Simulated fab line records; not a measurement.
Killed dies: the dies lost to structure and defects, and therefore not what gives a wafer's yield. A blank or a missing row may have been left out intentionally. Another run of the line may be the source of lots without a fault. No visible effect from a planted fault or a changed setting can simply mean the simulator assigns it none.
Which tool was responsible? || flow nandHarc || 36 wafers from 12 lots sampled at 6 of the route's 1302 steps

## WHAT EACH GAUGE READ, for each wafer
NHARC_A_ONON_D1_THK_MEAS_24: measures by ellipsometry. Usual: thkNm at 1002 nm, with a standard deviation of 11.
{"lot": "L899", "measured": "day 8 07:54", "on": "filmMetro-02", "thkNm (nm)": "995 996 995", "flag": ""}
{"lot": "L901", "measured": "day 9 01:50", "on": "filmMetro-02", "thkNm (nm)": "993 989 991", "flag": ""}
{"lot": "L902", "measured": "day 9 10:28", "on": "filmMetro-02", "thkNm (nm)": "999 995 997", "flag": ""}
{"lot": "L903", "measured": "day 10 03:02", "on": "filmMetro-02", "thkNm (nm)": "1014 1015 1013", "flag": ""}
{"lot": "L905", "measured": "day 11 00:02", "on": "filmMetro-02", "thkNm (nm)": "1005 1005 1004", "flag": ""}
{"lot": "L906", "measured": "day 11 00:01", "on": "filmMetro-02", "thkNm (nm)": "999 1000 1001", "flag": ""}
{"lot": "L908", "measured": "day 12 04:25", "on": "filmMetro-02", "thkNm (nm)": "995 995 997", "flag": ""}
{"lot": "L910", "measured": "day 12 21:29", "on": "filmMetro-02", "thkNm (nm)": "1480 1481 1479", "flag": "OFF"}
{"lot": "L914", "measured": "day 14 16:36", "on": "filmMetro-01", "thkNm (nm)": "1004 1002 1003", "flag": ""}
{"lot": "L913", "measured": "day 14 16:37", "on": "filmMetro-02", "thkNm (nm)": "1464 1465 1466", "flag": "OFF"}
{"lot": "L919", "measured": "day 16 10:44", "on": "filmMetro-02", "thkNm (nm)": "1008 1008 1009", "flag": ""}
{"lot": "L921", "measured": "day 17 14:13", "on": "filmMetro-01", "thkNm (nm)": "1022 1020 1022", "flag": ""}

NHARC_END_SORT_01. Usual: killedAtArray 57, standard deviation 18; killedAtOther 0.8, standard deviation 1; killedAtPeriphery 3.9, standard deviation 2.8; killedDies 62, standard deviation 18; killedOpen 3.4, standard deviation 1.8; killedShort 2.2, standard deviation 1.6.
{"lot": "L910", "measured": "day 29 04:56", "on": "prober-01", "killedAtArray": "676 676 673", "killedAtOther": "0 1 1", "killedAtPeriphery": "1 0 3", "killedDies": "677 677 677", "killedOpen": "5 4 9", "killedShort": "0 4 3", "flag": "OFF"}
{"lot": "L913", "measured": "day 30 08:52", "on": "prober-01", "killedAtArray": "677 674 676", "killedAtOther": "0 0 0", "killedAtPeriphery": "0 3 1", "killedDies": "677 677 677", "killedOpen": "3 4 3", "killedShort": "1 0 3", "flag": "OFF"}

## WHAT TOOL EACH LOT RAN ON (gives the tool, then ch and the chambers of the sampled wafers, and finally the start)
{"lot": "L899", "NHARC_P_BONDPAD_DEGAS_25": "pvdSputter-03, day 6 16:14", "NHARC_A_ZERO_WELL_DESCUM_12": "rieDiel-04 ch 1,3, day 6 19:20", "NHARC_A_ZERO_WELL_RTA_16": "rtpAnneal-02 ch 0, day 6 20:26", "NHARC_A_ONON_D1_DEP_22": "pecvdOnon-02 ch 0, day 8 07:23"}
{"lot": "L901", "NHARC_P_BONDPAD_DEGAS_25": "pvdSputter-02, day 7 09:25", "NHARC_A_ZERO_WELL_DESCUM_12": "rieDiel-03 ch 0,1,3, day 7 12:30", "NHARC_A_ZERO_WELL_RTA_16": "rtpAnneal-02 ch 0, day 7 13:36", "NHARC_A_ONON_D1_DEP_22": "pecvdOnon-04 ch 0, day 9 01:20"}
{"lot": "L902", "NHARC_P_BONDPAD_DEGAS_25": "pvdSputter-02, day 7 20:46", "NHARC_A_ZERO_WELL_DESCUM_12": "rieDiel-04 ch 0,3, day 7 23:49", "NHARC_A_ZERO_WELL_RTA_16": "rtpAnneal-01 ch 0, day 8 01:01", "NHARC_A_ONON_D1_DEP_22": "pecvdOnon-02 ch 0, day 9 10:08"}
{"lot": "L903", "NHARC_P_BONDPAD_DEGAS_25": "pvdSputter-03, day 8 12:19", "NHARC_A_ZERO_WELL_DESCUM_12": "rieDiel-03 ch 0,2,3, day 8 15:22", "NHARC_A_ZERO_WELL_RTA_16": "rtpAnneal-02 ch 0, day 8 16:31", "NHARC_A_ONON_D1_DEP_22": "pecvdOnon-01 ch 0, day 10 02:38"}
{"lot": "L905", "NHARC_P_BONDPAD_DEGAS_25": "pvdSputter-01, day 9 11:03", "NHARC_A_ZERO_WELL_DESCUM_12": "rieDiel-03 ch 0,2,3, day 9 14:08", "NHARC_A_ZERO_WELL_RTA_16": "rtpAnneal-01 ch 0, day 9 15:19", "NHARC_A_ONON_D1_DEP_22": "pecvdOnon-04 ch 0, day 10 23:41"}
{"lot": "L906", "NHARC_P_BONDPAD_DEGAS_25": "pvdSputter-03, day 9 11:14", "NHARC_A_ZERO_WELL_DESCUM_12": "rieDiel-04 ch 0,2,3, day 9 14:23", "NHARC_A_ZERO_WELL_RTA_16": "rtpAnneal-02 ch 0, day 9 15:29", "NHARC_A_ONON_D1_DEP_22": "pecvdOnon-01 ch 0, day 10 23:34"}
{"lot": "L908", "NHARC_P_BONDPAD_DEGAS_25": "pvdSputter-02, day 10 13:22", "NHARC_A_ZERO_WELL_DESCUM_12": "rieDiel-04 ch 0,2,3, day 10 16:32", "NHARC_A_ZERO_WELL_RTA_16": "rtpAnneal-01 ch 0, day 10 17:38", "NHARC_A_ONON_D1_DEP_22": "pecvdOnon-02 ch 0, day 12 03:55"}
{"lot": "L910", "NHARC_P_BONDPAD_DEGAS_25": "pvdSputter-03, day 11 08:12", "NHARC_A_ZERO_WELL_DESCUM_12": "rieDiel-04 ch 0,2,3, day 11 11:19", "NHARC_A_ZERO_WELL_RTA_16": "rtpAnneal-01 ch 0, day 11 12:25", "NHARC_A_ONON_D1_DEP_22": "pecvdOnon-02 ch 0, day 12 20:59"}
{"lot": "L914", "NHARC_P_BONDPAD_DEGAS_25": "pvdSputter-01, day 13 00:29", "NHARC_A_ZERO_WELL_DESCUM_12": "rieDiel-04 ch 1,2,3, day 13 03:37", "NHARC_A_ZERO_WELL_RTA_16": "rtpAnneal-02 ch 0, day 13 04:44", "NHARC_A_ONON_D1_DEP_22": "pecvdOnon-01 ch 0, day 14 16:09"}
{"lot": "L913", "NHARC_P_BONDPAD_DEGAS_25": "pvdSputter-03, day 13 01:28", "NHARC_A_ZERO_WELL_DESCUM_12": "rieDiel-04 ch 1,2, day 13 04:34", "NHARC_A_ZERO_WELL_RTA_16": "rtpAnneal-01 ch 0, day 13 05:40", "NHARC_A_ONON_D1_DEP_22": "pecvdOnon-02 ch 0, day 14 16:06"}
{"lot": "L919", "NHARC_P_BONDPAD_DEGAS_25": "pvdSputter-01, day 14 19:01", "NHARC_A_ZERO_WELL_DESCUM_12": "rieDiel-04 ch 0,1,2, day 14 22:07", "NHARC_A_ZERO_WELL_RTA_16": "rtpAnneal-01 ch 0, day 14 23:13", "NHARC_A_ONON_D1_DEP_22": "pecvdOnon-01 ch 0, day 16 10:13"}
{"lot": "L921", "NHARC_P_BONDPAD_DEGAS_25": "pvdSputter-02, day 15 22:51", "NHARC_A_ZERO_WELL_DESCUM_12": "rieDiel-03 ch 0,1,2, day 16 01:57", "NHARC_A_ZERO_WELL_RTA_16": "rtpAnneal-02 ch 0, day 16 03:02", "NHARC_A_ONON_D1_DEP_22": "pecvdOnon-04 ch 0, day 17 13:42"}
- NHARC_P_BONDPAD_DEGAS_25: time 60 s.
- NHARC_A_ZERO_WELL_DESCUM_12: chemistry O2, time 3 s.
- NHARC_A_ZERO_WELL_RTA_16: time 10 s.
- NHARC_A_ONON_D1_DEP_22: target thk 1000 nm.

## WHAT THE TOOLS THEMSELVES READ (means of the sampled wafers that have a number; where no wafer has one, the mark that the record gives instead)
NHARC_P_BONDPAD_DEGAS_25. Usual: heaterPowerW at 460 W, with a standard deviation of 47.
{"lot": "L899", "tool": "pvdSputter-03", "heaterPowerW (W)": 436, "flag": ""}
{"lot": "L901", "tool": "pvdSputter-02", "heaterPowerW (W)": 480, "flag": ""}
{"lot": "L902", "tool": "pvdSputter-02", "heaterPowerW (W)": 478, "flag": ""}
{"lot": "L903", "tool": "pvdSputter-03", "heaterPowerW (W)": 454, "flag": ""}
{"lot": "L905", "tool": "pvdSputter-01", "heaterPowerW (W)": 454, "flag": ""}
{"lot": "L906", "tool": "pvdSputter-03", "heaterPowerW (W)": 431, "flag": ""}
{"lot": "L908", "tool": "pvdSputter-02", "heaterPowerW (W)": 480, "flag": ""}
{"lot": "L910", "tool": "pvdSputter-03", "heaterPowerW (W)": 459, "flag": ""}
{"lot": "L914", "tool": "pvdSputter-01", "heaterPowerW (W)": 474, "flag": ""}
{"lot": "L913", "tool": "pvdSputter-03", "heaterPowerW (W)": 455, "flag": ""}
{"lot": "L919", "tool": "pvdSputter-01", "heaterPowerW (W)": 433, "flag": ""}
{"lot": "L921", "tool": "pvdSputter-02", "heaterPowerW (W)": 492, "flag": ""}

NHARC_A_ZERO_WELL_DESCUM_12. Usual: chamberPressureMTorr 60.01 mTorr, standard deviation 0.052; drypumpMotorCurrentA 5.69 A, standard deviation 0.25; oesProductAu 1.001 a.u., standard deviation 0.011; rfVppV 57.8 V, standard deviation 1.1; showerheadPlenumPTorr 1.92 Torr, standard deviation 0.092; throttleValvePct 11.311 %, standard deviation 0.0086.
{"lot": "L899", "tool": "rieDiel-04", "chamberPressureMTorr (mTorr)": 59.97, "drypumpMotorCurrentA (A)": 5.56, "oesProductAu (a.u.)": 0.994, "rfVppV (V)": 58.4, "showerheadPlenumPTorr (Torr)": 2.00, "throttleValvePct (%)": 11.309, "flag": ""}
{"lot": "L901", "tool": "rieDiel-03", "chamberPressureMTorr (mTorr)": 60.04, "drypumpMotorCurrentA (A)": 5.88, "oesProductAu (a.u.)": 0.999, "rfVppV (V)": 58.2, "showerheadPlenumPTorr (Torr)": 1.90, "throttleValvePct (%)": 11.312, "flag": ""}
{"lot": "L902", "tool": "rieDiel-04", "chamberPressureMTorr (mTorr)": 60.00, "drypumpMotorCurrentA (A)": 5.50, "oesProductAu (a.u.)": 1.006, "rfVppV (V)": 57.6, "showerheadPlenumPTorr (Torr)": 1.98, "throttleValvePct (%)": 11.313, "flag": ""}
{"lot": "L903", "tool": "rieDiel-03", "chamberPressureMTorr (mTorr)": 60.04, "drypumpMotorCurrentA (A)": 5.92, "oesProductAu (a.u.)": 1.008, "rfVppV (V)": 57.7, "showerheadPlenumPTorr (Torr)": 1.95, "throttleValvePct (%)": 11.314, "flag": ""}
{"lot": "L905", "tool": "rieDiel-03", "chamberPressureMTorr (mTorr)": 59.99, "drypumpMotorCurrentA (A)": 5.90, "oesProductAu (a.u.)": 0.998, "rfVppV (V)": 57.3, "showerheadPlenumPTorr (Torr)": 1.95, "throttleValvePct (%)": 11.315, "flag": ""}
{"lot": "L906", "tool": "rieDiel-04", "chamberPressureMTorr (mTorr)": 59.98, "drypumpMotorCurrentA (A)": 5.59, "oesProductAu (a.u.)": 1.001, "rfVppV (V)": 58.6, "showerheadPlenumPTorr (Torr)": 1.92, "throttleValvePct (%)": 11.312, "flag": ""}
{"lot": "L908", "tool": "rieDiel-04", "chamberPressureMTorr (mTorr)": 60.02, "drypumpMotorCurrentA (A)": 5.58, "oesProductAu (a.u.)": 1.005, "rfVppV (V)": 57.8, "showerheadPlenumPTorr (Torr)": 1.92, "throttleValvePct (%)": 11.304, "flag": ""}
{"lot": "L910", "tool": "rieDiel-04", "chamberPressureMTorr (mTorr)": 60.06, "drypumpMotorCurrentA (A)": 5.60, "oesProductAu (a.u.)": 1.011, "rfVppV (V)": 57.1, "showerheadPlenumPTorr (Torr)": 1.92, "throttleValvePct (%)": 11.314, "flag": ""}
{"lot": "L914", "tool": "rieDiel-04", "chamberPressureMTorr (mTorr)": 60.05, "drypumpMotorCurrentA (A)": 5.65, "oesProductAu (a.u.)": 0.997, "rfVppV (V)": 56.6, "showerheadPlenumPTorr (Torr)": 1.93, "throttleValvePct (%)": 11.306, "flag": ""}
{"lot": "L913", "tool": "rieDiel-04", "chamberPressureMTorr (mTorr)": 59.98, "drypumpMotorCurrentA (A)": 5.72, "oesProductAu (a.u.)": 0.991, "rfVppV (V)": 56.8, "showerheadPlenumPTorr (Torr)": 1.86, "throttleValvePct (%)": 11.315, "flag": ""}
{"lot": "L919", "tool": "rieDiel-04", "chamberPressureMTorr (mTorr)": 59.98, "drypumpMotorCurrentA (A)": 5.69, "oesProductAu (a.u.)": 1.001, "rfVppV (V)": 57.9, "showerheadPlenumPTorr (Torr)": 1.85, "throttleValvePct (%)": 11.309, "flag": ""}
{"lot": "L921", "tool": "rieDiel-03", "chamberPressureMTorr (mTorr)": 60.01, "drypumpMotorCurrentA (A)": 6.00, "oesProductAu (a.u.)": 1.002, "rfVppV (V)": 57.1, "showerheadPlenumPTorr (Torr)": 1.88, "throttleValvePct (%)": 11.305, "flag": ""}

NHARC_A_ZERO_WELL_RTA_16. Usual: annealTempCMax 1004.1, standard deviation 0.77; lampPowerPct 33.0 %, standard deviation 2.3; lamp_zone_1_pct 33.0 %, standard deviation 2.3; lamp_zone_6_pct 32.9 %, standard deviation 2.3; wafer_temp_C_max 1004.8, standard deviation 2.2.
{"lot": "L899", "tool": "rtpAnneal-02", "annealTempCMax": 1003.3, "lampPowerPct (%)": 35.1, "lamp_zone_1_pct (%)": 35.1, "lamp_zone_6_pct (%)": 35.0, "wafer_temp_C_max": 1005.5, "flag": ""}
{"lot": "L901", "tool": "rtpAnneal-02", "annealTempCMax": 1004.5, "lampPowerPct (%)": 35.0, "lamp_zone_1_pct (%)": 35.1, "lamp_zone_6_pct (%)": 35.0, "wafer_temp_C_max": 1006.9, "flag": ""}
{"lot": "L902", "tool": "rtpAnneal-01", "annealTempCMax": 1003.5, "lampPowerPct (%)": 30.5, "lamp_zone_1_pct (%)": 30.5, "lamp_zone_6_pct (%)": 30.4, "wafer_temp_C_max": 1002.2, "flag": ""}
{"lot": "L903", "tool": "rtpAnneal-02", "annealTempCMax": 1004.9, "lampPowerPct (%)": 35.0, "lamp_zone_1_pct (%)": 35.1, "lamp_zone_6_pct (%)": 35.0, "wafer_temp_C_max": 1007.6, "flag": ""}
{"lot": "L905", "tool": "rtpAnneal-01", "annealTempCMax": 1004.5, "lampPowerPct (%)": 30.5, "lamp_zone_1_pct (%)": 30.5, "lamp_zone_6_pct (%)": 30.4, "wafer_temp_C_max": 1002.8, "flag": ""}
{"lot": "L906", "tool": "rtpAnneal-02", "annealTempCMax": 1003.8, "lampPowerPct (%)": 35.0, "lamp_zone_1_pct (%)": 35.1, "lamp_zone_6_pct (%)": 35.0, "wafer_temp_C_max": 1006.6, "flag": ""}
{"lot": "L908", "tool": "rtpAnneal-01", "annealTempCMax": 1004.4, "lampPowerPct (%)": 30.5, "lamp_zone_1_pct (%)": 30.5, "lamp_zone_6_pct (%)": 30.4, "wafer_temp_C_max": 1002.3, "flag": ""}
{"lot": "L910", "tool": "rtpAnneal-01", "annealTempCMax": 1004.0, "lampPowerPct (%)": 30.5, "lamp_zone_1_pct (%)": 30.5, "lamp_zone_6_pct (%)": 30.5, "wafer_temp_C_max": 1002.2, "flag": ""}
{"lot": "L914", "tool": "rtpAnneal-02", "annealTempCMax": 1003.8, "lampPowerPct (%)": 35.0, "lamp_zone_1_pct (%)": 35.0, "lamp_zone_6_pct (%)": 35.0, "wafer_temp_C_max": 1006.0, "flag": ""}
{"lot": "L913", "tool": "rtpAnneal-01", "annealTempCMax": 1003.9, "lampPowerPct (%)": 30.5, "lamp_zone_1_pct (%)": 30.5, "lamp_zone_6_pct (%)": 30.4, "wafer_temp_C_max": 1002.8, "flag": ""}
{"lot": "L919", "tool": "rtpAnneal-01", "annealTempCMax": 1003.8, "lampPowerPct (%)": 30.5, "lamp_zone_1_pct (%)": 30.5, "lamp_zone_6_pct (%)": 30.4, "wafer_temp_C_max": 1002.5, "flag": ""}
{"lot": "L921", "tool": "rtpAnneal-02", "annealTempCMax": 1003.3, "lampPowerPct (%)": 35.1, "lamp_zone_1_pct (%)": 35.1, "lamp_zone_6_pct (%)": 35.0, "wafer_temp_C_max": 1007.1, "flag": ""}

## THE ANSWER, worked out from the rows above alone
Rule: lot off if the mean of its wafers having a number is beyond 3 standard deviations from the usual mean. A lot without any number at a reading at which 4 lots or more have one is off too. Where the step has rows for the other lots, those lots are counted as sound. The gauges are gone through in route order, then the tools' own readings, and for those a lot's mean is taken as printed above. At the first step where some lot is off, the reading lying furthest off is the one used; lots without a number count as furthest.
Off at NHARC_A_ONON_D1_THK_MEAS_24 (thkNm): L910, L913.
If a tool, at a process step before that reading, ran all the lots that are off and no sound lot after the first of them, it fits. Not tried: the gauges at NHARC_A_ONON_D1_THK_MEAS_24; whatever is off there is also off at NHARC_END_SORT_01, on other tools, and gauge error can't account for it. Undecided on this evidence; 2 tools fit (pvdSputter-03 at NHARC_P_BONDPAD_DEGAS_25, pecvdOnon-02 at NHARC_A_ONON_D1_DEP_22).

## WHAT WAS PUT IN BY THE SIMULATOR
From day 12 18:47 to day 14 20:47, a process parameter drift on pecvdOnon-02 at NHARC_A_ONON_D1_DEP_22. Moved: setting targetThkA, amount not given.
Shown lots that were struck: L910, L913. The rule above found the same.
